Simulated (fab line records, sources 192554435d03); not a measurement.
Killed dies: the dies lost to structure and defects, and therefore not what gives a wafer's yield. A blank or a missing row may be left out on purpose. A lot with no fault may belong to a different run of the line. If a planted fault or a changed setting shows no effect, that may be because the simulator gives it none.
Split-lot study ; flow n5_finfet ; on a route of 1938 steps: 7 lots, 39 wafers read

THE SPLIT
At N5_BEOL_M6_TRENCH_ETCH_37 (etches SiCOH lowk in C4F6/O2, target depth 94.435 nm, time 31.5 s), the setting time_s was moved away from the recipe's 31.5 s on 12 of the 39 wafers read, by -39.8% to +57.9%. All remaining wafers had this setting at the recipe value.

FROM THE SPLIT TO THE READING: what the file shows between them, 8 steps
- N5_BEOL_M6_ETCH_41: etches SiCN in CH3F/O2, target depth 29.7 nm, time 52 s
- N5_BEOL_M6_STRIP_80: strips in N2/H2, time 10 s
- N5_BEOL_M6_OCD_MEAS_38
- N5_BEOL_M6_HM_STRIP_39: strips TiN in peroxide tin strip, target depth 25 nm, time 158 s
- N5_BEOL_M6_SRD_40: time 30 s
- N5_BEOL_M6_ECD_50: material Cu, target thk 300 nm
- N5_BEOL_M6_ANNEAL_51: time 90 s
- N5_BEOL_M6_CMP_52: polishes, stops on SiCOH lowk, t overpolish 6.9 s, target thk 80 nm

THE READING
M6_THK, in nm, at N5_BEOL_M6_THK_MEAS_53 (measures by xrf). On this fab line, fault-free wafers typically give 79.4 nm with a standard deviation of 1.9 nm.

wafer;tool, chamber at the split;time_s as run, s;against the recipe;M6_THK, nm;against lot-mates on the recipe
L074.1;rie_diel-05, 3;31.5;recipe;79.8;-
L074.2;rie_diel-05, 0;31.5;recipe;78.3;-
L074.3;rie_diel-05, 1;42.46;+34.8%;112.8;+32.9
L074.4;rie_diel-05, 2;42.46;+34.8%;112.8;+32.9
L074.5;rie_diel-05, 2;31.5;recipe;81.5;-
L074.6;rie_diel-05, 1;42.46;+34.8%;115.4;+35.5
L080.1;rie_diel-02, 0;31.5;recipe;81.2;-
L080.2;rie_diel-02, 3;31.5;recipe;80.5;-
L080.3;rie_diel-02, 1;31.5;recipe;78.6;-
L080.4;rie_diel-02, 2;31.5;recipe;75.7;-
L080.5;rie_diel-02, 2;31.5;recipe;79.0;-
L080.6;rie_diel-02, 1;31.5;recipe;78.8;-
L085.2;rie_diel-05, 2;31.5;recipe;79.5;-
L085.3;rie_diel-05, 0;31.5;recipe;81.9;-
L085.4;rie_diel-05, 3;31.5;recipe;76.6;-
L087.1;rie_diel-05, 2;49.73;+57.9%;133.4;+53.9
L087.2;rie_diel-05, 1;31.5;recipe;81.3;-
L087.3;rie_diel-05, 3;49.73;+57.9%;130.2;+50.7
L087.4;rie_diel-05, 0;31.5;recipe;80.3;-
L087.5;rie_diel-05, 3;31.5;recipe;76.8;-
L087.6;rie_diel-05, 0;49.73;+57.9%;135.7;+56.2
L090.1;rie_diel-02, 0;47.63;+51.2%;126.8;+50.6
L090.2;rie_diel-02, 1;31.5;recipe;77.0;-
L090.3;rie_diel-02, 2;31.5;recipe;76.1;-
L090.4;rie_diel-02, 3;47.63;+51.2%;124.0;+47.8
L090.5;rie_diel-02, 2;47.63;+51.2%;121.4;+45.2
L090.6;rie_diel-02, 3;31.5;recipe;75.5;-
L095.1;rie_diel-05, 2;31.5;recipe;78.1;-
L095.2;rie_diel-05, 1;31.5;recipe;80.4;-
L095.3;rie_diel-05, 0;31.5;recipe;80.6;-
L095.4;rie_diel-05, 1;31.5;recipe;81.0;-
L095.5;rie_diel-05, 0;31.5;recipe;80.6;-
L095.6;rie_diel-05, 2;31.5;recipe;78.0;-
L096.1;rie_diel-02, 1;18.95;-39.8%;41.0;-38.5
L096.2;rie_diel-02, 3;31.5;recipe;78.9;-
L096.3;rie_diel-02, 0;18.95;-39.8%;42.3;-37.2
L096.4;rie_diel-02, 2;18.95;-39.8%;40.8;-38.7
L096.5;rie_diel-02, 0;31.5;recipe;80.6;-
L096.6;rie_diel-02, 3;31.5;recipe;78.9;-

FIT RESULTS
A straight line over all 39 wafers: M6_THK changes by +0.928 nm for each +1% of time_s; r = +1.00; the points scatter about the line by 2.1 nm.
The same after taking each lot's own level away (the mean of its wafers on the recipe; 39 wafers): +0.941 nm for each +1%; r = +1.00; scatter 1.7 nm.
On that fit, the largest move of time_s shifts the reading by 54 nm.
The lots' own levels span 76.20 to 79.87 nm, that is 1.9 times the standard deviation above.
Hence the lot-to-lot level has little effect on the slope; both slopes agree.
Check: for one of the wafers moved furthest among these (+57.9%), held out of the fit, the line's prediction against its lot-mates is +54.5 nm. It came out at +53.9 nm against them.

THE WHOLE CHAIN: every reading that the file lists as answering this split, in the file's order
step;what it does;reading;change (the file's fit);r (the file's)
N5_BEOL_M6_TRENCH_ETCH_37;etches SiCOH lowk in C4F6/O2, target depth 94.435 nm, time 31.5 s;etch.depth_nm (the simulator's own value, which no gauge read);+0.942 nm for each +1% of the setting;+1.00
N5_BEOL_M6_TRENCH_ETCH_37;etches SiCOH lowk in C4F6/O2, target depth 94.435 nm, time 31.5 s;BEOL_M6.feature_depth_nm (the simulator's own value, which no gauge read);+0.942 nm for each +1% of the setting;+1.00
N5_BEOL_M6_TRENCH_ETCH_37;etches SiCOH lowk in C4F6/O2, target depth 94.435 nm, time 31.5 s;TiN_of_BEOL_M6_HM_DEP_02.thk_nm (the simulator's own value, which no gauge read);-0.0262 nm for each +1% of the setting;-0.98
N5_BEOL_M6_OCD_MEAS_38;;trench_depth_nm;+0.943 nm for each +1% of the setting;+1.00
N5_BEOL_M6_CMP_52;polishes, stops on SiCOH lowk, t overpolish 6.9 s, target thk 80 nm;Cu_of_BEOL_M6_ECD_50.thk_nm (the simulator's own value, which no gauge read);+0.945 nm for each +1% of the setting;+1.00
N5_BEOL_M6_THK_MEAS_53;measures by xrf;M6_THK;+0.94 for each +1% of the setting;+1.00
N5_BEOL_M6_RS_MEAS_57;measures by four-point-probe;M6_RS;not straight: 0.648 at the lowest setting, 0.287 at the recipe, 0.159 at the highest;not given

THE FILE'S OWN FIT
M6_THK changes by +0.94 nm for each +1% of time_s, r = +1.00.
